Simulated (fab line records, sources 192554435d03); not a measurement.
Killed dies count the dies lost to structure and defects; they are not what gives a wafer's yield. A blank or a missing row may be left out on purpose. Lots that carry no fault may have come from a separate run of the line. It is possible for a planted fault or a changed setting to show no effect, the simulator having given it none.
A lot that was struck, set against a sound lot || flow n5 finfet || 43 out of 1938 route steps
Sound: these wafers, L745.2, L745.5, L745.6. Struck: wafer L747.4 (left out: L747.1, L747.5 of the same lot, which were not struck); the cause appears at the end.
Each step with rows lists, per side, the tool, then ch with its chambers, then its first start. Under that, the readings that differ: sound wafers || struck wafers || difference of the means || sigmas: that difference in standard deviations of wafers without a fault.
alike: readings with means less than 2 such deviations apart, plus words and numbers identical on both sides. not compared: withheld readings, readings lacking a value on some wafer, bounds such as >300 that could conceal the same value, and numbers that have no deviation in the record and whose values overlap.
The two part at a step that has a row with sigmas, a row that says differs or no value, or rows on one side only. Numbers that don't overlap but have no deviation are shown without sigmas and don't part them. Lack of a reading on every wafer of one side parts them only where that side has two or more wafers.

first, 2 steps without rows for these wafers: N5_HKMG_FIN_PEB_10 (peb time 60 s); N5_HKMG_FIN_DEVELOP_11 (develop time 30 s).
N5_HKMG_FIN_CD_MEAS_12 targets a cd of 92.8 nm.
  sound on cd sem-03 ch 0, day 5 18:09; struck on cd sem-03 ch 0, day 5 21:13
  alike: cd nm
N5_HKMG_FIN_OVL_MEAS_13:
  sound on overlay-01 ch 0, day 5 18:11; struck on overlay-01 ch 0, day 5 21:14
{"reading": "NWFM_OVL (nm)", "sound": "1.4 0.6 0.5", "struck": -0.6, "difference": -1.4, "sigmas": -2}
N5_HKMG_FIN_INSPECT_14: inspects for defects (macro).
  sound: defect inspect-01 at day 5 18:12; struck: defect inspect-01 at day 5 21:16
  alike: raw defect count
then, 7 steps without rows for these wafers: N5_HKMG_FIN_DESCUM_17 (chemistry O2, time 7.9 s); N5_HKMG_FIN_ETCH_31 (etches SiARC in CF4, target depth 45.5 nm, time 75.8 s); N5_HKMG_FIN_ETCH_32 (etches SOC in N2/H2, target depth 240 nm, time 300 s); N5_HKMG_FIN_STRIP_33 (strips in N2/H2); N5_HKMG_FIN_STRIP_34 (strips in CF4); N5_HKMG_FIN_ETCH_35 (etches SOC in N2/H2, target depth 215.8 nm, time 243.4 s); N5_HKMG_FIN_STRIP_92 (strips SOC in N2/H2, time 20 s).
N5_HKMG_FIN_WET_ETCH_18: etches TiN in SC1, time 55 s, target depth 5.2 nm, rinse time 30 s.
  sound on wet bench-06 ch 3,6,7, day 5 18:47; struck on wet bench-06 ch 0,1,7, day 5 22:01
then, 6 steps without rows for these wafers: N5_HKMG_FIN_STRIP_19 (strips in N2/H2, time 360 s); N5_HKMG_FIN_ALD_91 (deposits TiN, target thk 1 nm, pulse time 1 s, purge time 3 s); N5_HKMG_FIN_COAT_85 (time 60 s, resist thk 300 nm); N5_HKMG_FIN_ETCH_86 (etches SOC in N2/H2, stops on TiN, target depth 393.2 nm); N5_HKMG_FIN_STRIP_89 (strips SOC in N2/H2, time 20 s); N5_HKMG_FIN_WET_ETCH_87 (etches TiN in SC1, time 154.2 s, target depth 4.7 nm, rinse time 30 s).
N5_HKMG_FIN_STRIP_88: strips in N2/H2, time 360 s.
  sound on plasma asher-01 ch 0,1, day 5 19:55; struck on plasma asher-02 ch 1, day 5 23:11
{"reading": "heater power w (W)", "sound": "536 444 527", "struck": 410, "difference": -92, "sigmas": -2}
  alike: drypump motor current A
  not compared: rf hours counter h
then, 1 step without rows for these wafers: N5_HKMG_FIN_NWFM_ALD_20 (deposits TiAlC, target thk 2 nm, pulse time 3 s, purge time 2 s).
N5_HKMG_FIN_ALD_71: deposits TiN, target thk 1 nm, pulse time 1 s, purge time 3 s.
  sound on ald metal-03 ch 2,3, day 5 20:25; struck on ald metal-03 ch 3, day 5 23:40
  alike: heater power outer w, heater power w, precursor pulse height rel
then, 5 steps without rows for these wafers: N5_HKMG_FIN_COAT_66 (time 60 s, resist thk 300 nm); N5_HKMG_FIN_ETCH_67 (etches SOC in N2/H2, stops on TiN, target depth 388.9 nm); N5_HKMG_FIN_STRIP_90 (strips SOC in N2/H2, time 20 s); N5_HKMG_FIN_WET_ETCH_73 (etches the open film in SC1, time 42.3 s, target depth 1.3 nm, rinse time 30 s); N5_HKMG_FIN_ETCHBACK_68 (etches the open film in Cl2/Ar, stops on HfO2, target depth 0.5 nm).
N5_HKMG_FIN_STRIP_69: strips in N2/H2, time 360 s.
  sound on plasma asher-02 ch 0,1, day 5 21:07; struck on plasma asher-02 ch 0, day 6 00:22
  alike: drypump motor current A, heater power w
  not compared: rf hours counter h
then, 2 steps without rows for these wafers: N5_HKMG_FIN_ALD_21 (deposits TiN, target thk 1.5 nm, pulse time 1 s, purge time 3 s); N5_HKMG_FIN_ALD_72 (deposits W, target thk 2 nm, pulse time 1 s, purge time 2 s).
N5_HKMG_FIN_W_FILL_22: material W, target thk 60 nm, time 18.2 s.
  sound on cvd w-01 ch 0,1, day 5 21:55; struck on cvd w-01 ch 0, day 6 01:11
  alike: heater power outer w, heater power w, throttle valve pct
then, 4 steps without rows for these wafers: N5_HKMG_FIN_PRECLEAN_83 (cleans in DIW, time 57.5 s); N5_HKMG_FIN_SRD_84 (dry time 32 s); N5_HKMG_FIN_CMP_23 (polishes, stops on SiNx, t overpolish 10 s, target thk 46.326 nm); N5_HKMG_FIN_CMP_94 (polishes, stops on SiNx, t overpolish 4.7 s, target thk 43.299 nm).
N5_HKMG_FIN_INSPECT_28: inspects for defects (darkfield).
  sound: defect inspect-02 at day 5 22:44; struck: defect inspect-01 at day 6 02:00
  alike: raw defect count
N5_GATE_CUT_ETCHBACK_00: etches W in SF6/Cl2.
  sound on rie metal-01 ch 0,1, day 5 22:46; struck on rie metal-03 ch 0, day 6 02:02
  alike: SF6_flow_sccm, drypump motor current A, oes product au, throttle valve pct
  not compared: rf hours counter h
then, 4 steps without rows for these wafers: N5_GATE_CUT_ETCH_56 (etches TiN in Cl2/Ar, target depth 21.6 nm); N5_GATE_CUT_ETCHBACK_30 (etches TiN in Cl2/Ar, target depth 3 nm); N5_GATE_CUT_VAPOR_ETCH_60 (etches HfO2 in BCl3/Cl2); N5_GATE_CUT_ETCH_58 (etches SiNx in CH3F/O2, target depth 17 nm, time 128.6 s).
-- here the record skips 4 days between the struck wafers' starts before and after, leaving off in module GATE_CUT and picking up in module BEOL_M4 (first step shown: number 1111 of the route) --
N5_BEOL_M4_RC_MEAS_101:
  sound on prober-02 ch 0, day 9 08:02; struck on prober-02 ch 0, day 10 00:08
{"reading": "DIBL_N (mV/V)", "sound": "38.0 37.1 37.2", "struck": 34.4, "difference": -3.0, "sigmas": -3}
{"reading": "DIBL_P (mV/V)", "sound": "38.4 38.0 37.1", "struck": 34.1, "difference": -3.7, "sigmas": -3}
{"reading": "IOFF_N (nA/um)", "sound": "0.185 0.169 0.164", "struck": 0.098, "difference": -0.075, "sigmas": -4}
{"reading": "IOFF_N_85C (nA/um)", "sound": "3.5 3.2 3.2", "struck": 2.0, "difference": -1.3, "sigmas": -4}
{"reading": "IOFF_N_LIN (nA/um)", "sound": "0.082 0.075 0.074", "struck": 0.047, "difference": -0.030, "sigmas": -4}
{"reading": "IOFF_N_LONG (nA/um)", "sound": "5.45e-05 5.39e-05 5.43e-05", "struck": 4.54e-05, "difference": -8.83e-06, "sigmas": -4}
{"reading": "VT_N (mV)", "sound": "246.1 250.9 249.6", "struck": 259.5, "difference": "+10.6", "sigmas": "+4"}
{"reading": "VT_N_LONG (mV)", "sound": "274.1 275.1 277.8", "struck": 284.9, "difference": "+9.2", "sigmas": "+4"}
{"reading": "VT_N_LVT (mV)", "sound": "97.8 99.6 98.9", "struck": 111.0, "difference": "+12.2", "sigmas": "+6"}
  alike: IOFF_P, ION_N, ION_P, SS_N, SS_P, VT_P
-- here the record skips 4 days between the struck wafers' starts before and after, leaving off in module BEOL_M4 and picking up in module PASSIVATION (first step shown: number 1936 of the route) --
N5_PASSIVATION_PROBE_49:
  sound: prober-01 at day 14 00:17; struck: prober-01 at day 14 08:00
  alike: defect limited yield, killed_at_M0_to_M3, killed_at_M4_up, killed at contacts, killed at front end, killed at other, killed dies, killed open, killed short, sort_bin_5_function, sort_bin_6_memory, sort n pass, sort yield pct

WHERE THEY PART
First at N5_HKMG_FIN_OVL_MEAS_13; last, within this record, at N5_BEOL_M4_RC_MEAS_101. Later steps at which nothing parts them and some readings are alike: N5_PASSIVATION_PROBE_49.

WHY: the cause the simulator had injected
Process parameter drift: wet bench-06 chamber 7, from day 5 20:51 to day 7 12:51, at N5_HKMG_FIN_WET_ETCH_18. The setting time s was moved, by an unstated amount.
